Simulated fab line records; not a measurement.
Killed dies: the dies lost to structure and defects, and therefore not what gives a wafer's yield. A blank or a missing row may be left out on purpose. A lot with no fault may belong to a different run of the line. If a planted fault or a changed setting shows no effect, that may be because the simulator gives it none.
Chamber matching || flow nand harc || rie diel-12 running NHARC_A_BLC_STRIP_29: 4 sister chambers
The step strips in CF4. 8 wafers are shown with their chamber, then 7 later ones without.

WAFERS PAIRED WITH THEIR CHAMBERS
{"wafer": "L075.4", "chamber": 3, "drypump motor current A (A)": 5.9, "showerhead plenum p Torr (Torr)": 1.80}
{"wafer": "L075.5", "chamber": 1, "drypump motor current A (A)": 5.9, "showerhead plenum p Torr (Torr)": 1.81}
{"wafer": "L082.5", "chamber": 2, "drypump motor current A (A)": 6.2, "showerhead plenum p Torr (Torr)": 1.84}
{"wafer": "L082.6", "chamber": 3, "drypump motor current A (A)": 6.0, "showerhead plenum p Torr (Torr)": 1.80}
{"wafer": "L083.3", "chamber": 2, "drypump motor current A (A)": 6.2, "showerhead plenum p Torr (Torr)": 1.84}
{"wafer": "L083.5", "chamber": 0, "drypump motor current A (A)": 5.7, "showerhead plenum p Torr (Torr)": 1.74}
{"wafer": "L086.2", "chamber": 0, "drypump motor current A (A)": 5.7, "showerhead plenum p Torr (Torr)": 1.74}
{"wafer": "L086.3", "chamber": 1, "drypump motor current A (A)": 5.9, "showerhead plenum p Torr (Torr)": 1.80}

WAFERS WHOSE CHAMBER IS MISSING
{"wafer": "L086.4", "drypump motor current A (A)": 6.0, "showerhead plenum p Torr (Torr)": 1.80}
{"wafer": "L090.1", "drypump motor current A (A)": 6.0, "showerhead plenum p Torr (Torr)": 1.79}
{"wafer": "L090.3", "drypump motor current A (A)": 5.7, "showerhead plenum p Torr (Torr)": 1.73}
{"wafer": "L090.6", "drypump motor current A (A)": 6.2, "showerhead plenum p Torr (Torr)": 1.84}
{"wafer": "L096.3", "drypump motor current A (A)": 5.9, "showerhead plenum p Torr (Torr)": 1.79}
{"wafer": "L096.5", "drypump motor current A (A)": 6.2, "showerhead plenum p Torr (Torr)": 1.83}
{"wafer": "L096.6", "drypump motor current A (A)": 6.0, "showerhead plenum p Torr (Torr)": 1.79}

CHAMBER TAKEN BY EACH
{"wafer": "L086.4", "from the rows above": "can't be placed: 3 or 1", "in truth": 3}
{"wafer": "L090.1", "from the rows above": "can't be placed: 3 or 1", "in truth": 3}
{"wafer": "L090.3", "from the rows above": 0, "in truth": 0}
{"wafer": "L090.6", "from the rows above": 2, "in truth": 2}
{"wafer": "L096.3", "from the rows above": "can't be placed: 3 or 1", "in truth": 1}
{"wafer": "L096.5", "from the rows above": 2, "in truth": 2}
{"wafer": "L096.6", "from the rows above": "can't be placed: 3 or 1", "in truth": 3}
Correct placement for 3 of the 7. These rows do not allow placing 4 (true chamber among the candidates in 4). Placed wrongly: 0.
How it was worked out, from the rows above alone: a wafer's distance from a chamber is the root of the sum, over the readings, of the square of ((its reading less the chamber's mean) divided by the reading's scatter). If the next closest chamber is less than 2 further off than the closest, the wafer can't be placed; otherwise it belongs to the closest. A chamber's mean is the mean of its shown wafers. How the scatter is found: for the shown wafers, subtract from each reading the mean of its chamber, square and add these, divide the total by (wafers less chambers), then take the root.
